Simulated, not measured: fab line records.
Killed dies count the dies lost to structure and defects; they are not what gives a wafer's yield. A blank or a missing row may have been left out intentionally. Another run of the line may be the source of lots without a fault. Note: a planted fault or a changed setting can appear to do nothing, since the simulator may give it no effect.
Chamber matching + flow nand-harc + rie-diel-05 running NHARC_A_STAIRCASE_TRIM_20: 4 sister chambers
The step chemistry O2, time 211.2 s. 8 wafers are shown with their chamber, then 9 later ones without.

EACH WAFER AND ITS CHAMBER
| wafer  | chamber | showerhead-plenum-p-Torr (Torr) | drypump-motor-current-A (A) |
|--------|---------|---------------------------------|-----------------------------|
| L082.2 | 0       | 3.59                            | 5.2                         |
| L082.4 | 1       | 3.33                            | 6.1                         |
| L083.1 | 3       | 3.41                            | 5.3                         |
| L083.5 | 2       | 3.71                            | 4.8                         |
| L083.6 | 1       | 3.33                            | 6.1                         |
| L086.1 | 0       | 3.59                            | 5.2                         |
| L086.2 | 3       | 3.40                            | 5.3                         |
| L086.3 | 2       | 3.70                            | 4.9                         |

WAFERS WITHOUT THEIR CHAMBER
| wafer  | showerhead-plenum-p-Torr (Torr) | drypump-motor-current-A (A) |
|--------|---------------------------------|-----------------------------|
| L085.2 | 3.58                            | 5.2                         |
| L085.4 | 3.70                            | 4.9                         |
| L085.5 | 3.70                            | 4.9                         |
| L089.3 | 3.58                            | 5.3                         |
| L089.5 | 3.40                            | 5.3                         |
| L089.6 | 3.70                            | 4.8                         |
| L095.1 | 3.32                            | 6.1                         |
| L095.2 | 3.57                            | 5.3                         |
| L095.5 | 3.57                            | 5.3                         |

WHICH CHAMBER EACH WENT THROUGH
| wafer  | from the rows above | in truth |
|--------|---------------------|----------|
| L085.2 | 0                   | 0        |
| L085.4 | 2                   | 2        |
| L085.5 | 2                   | 2        |
| L089.3 | 0                   | 0        |
| L089.5 | 3                   | 3        |
| L089.6 | 2                   | 2        |
| L095.1 | 1                   | 1        |
| L095.2 | 0                   | 0        |
| L095.5 | 0                   | 0        |
Correctly placed: 9 of 9. From these rows, 0 cannot be placed. Wrongly placed: 0.
How it was worked out, from the rows above alone: a wafer's distance from a chamber is the root of the sum, over the readings, of the square of ((its reading less the chamber's mean) divided by the reading's scatter). The wafer belongs to the nearest chamber; if the next one is less than 2 further off, it can't be placed. The mean given for a chamber averages the wafers shown for that chamber. How the scatter is found: for the shown wafers, subtract from each reading the mean of its chamber, square and add these, divide the total by (wafers less chambers), then take the root.
